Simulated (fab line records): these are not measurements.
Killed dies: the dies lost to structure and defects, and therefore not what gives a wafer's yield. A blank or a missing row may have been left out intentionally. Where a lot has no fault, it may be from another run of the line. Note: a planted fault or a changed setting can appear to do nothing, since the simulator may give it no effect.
Chamber matching	flow n5-finfet	uv-cure-02 running N5_BEOL_M5_CURE_79: 3 sister chambers
The step cures SiCOH lowk, time 240 s. 6 wafers are shown with their chamber, then 8 later ones without.

## WAFERS PAIRED WITH THEIR CHAMBERS
wafer	chamber	wafer_temp_C_max	lamp-power-pct (%)
L080.3	1	386.8	52.34
L080.6	1	386.2	52.26
L081.2	2	387.7	52.31
L081.5	2	387.3	52.33
L085.5	0	386.7	52.34
L091.1	0	386.5	52.31

## WAFERS WITH NO CHAMBER GIVEN
wafer	wafer_temp_C_max	lamp-power-pct (%)
L091.5	386.7	52.31
L091.6	387.6	52.33
L092.1	387.0	52.27
L092.3	387.2	52.29
L092.4	387.2	52.32
L097.1	387.3	52.23
L097.5	387.5	52.35
L097.6	387.1	52.27

## THE CHAMBER EACH PASSED THROUGH
wafer	from the rows above	in truth
L091.5	can't be placed: 0 or 1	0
L091.6	2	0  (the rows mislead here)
L092.1	can't be placed: 1 or 0 or 2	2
L092.3	can't be placed: 2 or 0 or 1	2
L092.4	can't be placed: 2 or 0 or 1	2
L097.1	can't be placed: 2 or 1 or 0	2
L097.5	2	2
L097.6	can't be placed: 2 or 1 or 0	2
Correctly placed: 1 of 8. Not placeable from these rows: 6 (in 6, the candidates include the true chamber). Number placed wrongly: 1.
How it was worked out, from the rows above alone: a wafer's distance from a chamber is the root of the sum, over the readings, of the square of ((its reading less the chamber's mean) divided by the reading's scatter). If the next closest chamber is less than 2 further off than the closest, the wafer can't be placed; otherwise it belongs to the closest. A chamber's mean is the mean of its shown wafers. The scatter is the square root of a quotient: the sum, over the shown wafers, of each reading's squared deviation from its chamber's mean, divided by wafers minus chambers.
